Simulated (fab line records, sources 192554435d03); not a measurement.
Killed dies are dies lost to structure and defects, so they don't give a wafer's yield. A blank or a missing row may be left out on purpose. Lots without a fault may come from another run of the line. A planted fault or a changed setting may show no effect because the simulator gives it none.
One fault seen from 3 desks | flow n5_finfet | each desk has only its own numbers; what lay behind them comes last

THE METROLOGY DESK
What the gauges read, lot by lot, whatever tool the lot ran on: means of the sampled wafers that have a number. A lot is out of limits, marked OUT, if its mean lies more than 4 standard deviations from the usual mean; the brackets give that distance.
Columns: A = cd_nm at N5_PASSIVATION_CD_MEAS_10, usual 3000.7 nm; B = TV_OVL at N5_PASSIVATION_OVL_MEAS_60, usual -1 nm
lot  | first seen here | A      | B
L692 | day 14 01:59    | 3001.3 | 0
L693 | day 14 05:03    | 2998.6 | -5
L697 | day 15 03:07    | 3003.0 | -0
L708 | day 17 14:10    | 3003.3 | 4
L707 | day 18 03:47    | 3001.4 | -1
L709 | day 18 15:59    | 3001.5 | -4
This desk's finding: nothing out of limits on any of the 6 lots.

THE DEFECT DESK
What the inspections along the route counted, lot by lot: means of the sampled wafers that have a number. A lot is out of limits, marked OUT, if its mean lies more than 4 standard deviations from the usual mean; the brackets give that distance.
Columns: A = raw_defect_count at N5_PASSIVATION_INSPECT_61, usual 2.0
lot  | first seen here | A
L692 | day 14 02:03    | 1.0
L693 | day 14 05:07    | 0.7
L697 | day 15 03:11    | 2.3
L708 | day 17 14:13    | 1.7
L707 | day 18 03:50    | 1.3
L709 | day 18 16:02    | 3.0
This desk's finding: nothing out of limits on any of the 6 lots.

THE TOOL OWNER'S DESK: rie_diel-03
The tool's own readings at N5_PASSIVATION_PASS_ETCH_74 (etches SiNx in CF4/O2, target depth 220 nm, time 110 s): means of the sampled wafers that have a number, for each lot that ran on this tool. A lot is out of limits, marked OUT, if its mean lies more than 4 standard deviations from the usual mean; the brackets give that distance.
Columns: A = O2_flow_sccm at N5_PASSIVATION_PASS_ETCH_74, usual 10.002 sccm; B = drypump_motor_current_A at N5_PASSIVATION_PASS_ETCH_74, usual 5.6 A; C = oes_f_703_au at N5_PASSIVATION_PASS_ETCH_74, usual 0.78 a.u.; D = oes_product_au at N5_PASSIVATION_PASS_ETCH_74, usual 0.78 a.u.; E = rf_vpp_V at N5_PASSIVATION_PASS_ETCH_74, usual 240 V; F = showerhead_plenum_p_Torr at N5_PASSIVATION_PASS_ETCH_74, usual 2.18 Torr; G = throttle_valve_pct at N5_PASSIVATION_PASS_ETCH_74, usual 16.12 %
lot  | first seen here | A      | B   | C    | D    | E   | F    | G
L693 | day 14 05:13    | 10.016 | 5.3 | 0.77 | 0.78 | 241 | 2.24 | 16.36
L697 | day 15 03:17    | 9.993  | 5.4 | 0.83 | 0.84 | 239 | 2.20 | 16.26
L708 | day 17 14:19    | 10.012 | 5.5 | 0.89 | 0.87 | 239 | 2.19 | 16.12
L707 | day 18 04:36    | 9.990  | 5.1 | 0.79 | 0.77 | 235 | 2.14 | 16.19
This desk's finding: nothing out of limits on any of the 4 lots.

PUT TOGETHER
The metrology desk saw nothing out of limits.
The defect desk saw nothing out of limits.
The tool owner's desk saw nothing out of limits.

WHAT THE SIMULATOR HAD PUT IN
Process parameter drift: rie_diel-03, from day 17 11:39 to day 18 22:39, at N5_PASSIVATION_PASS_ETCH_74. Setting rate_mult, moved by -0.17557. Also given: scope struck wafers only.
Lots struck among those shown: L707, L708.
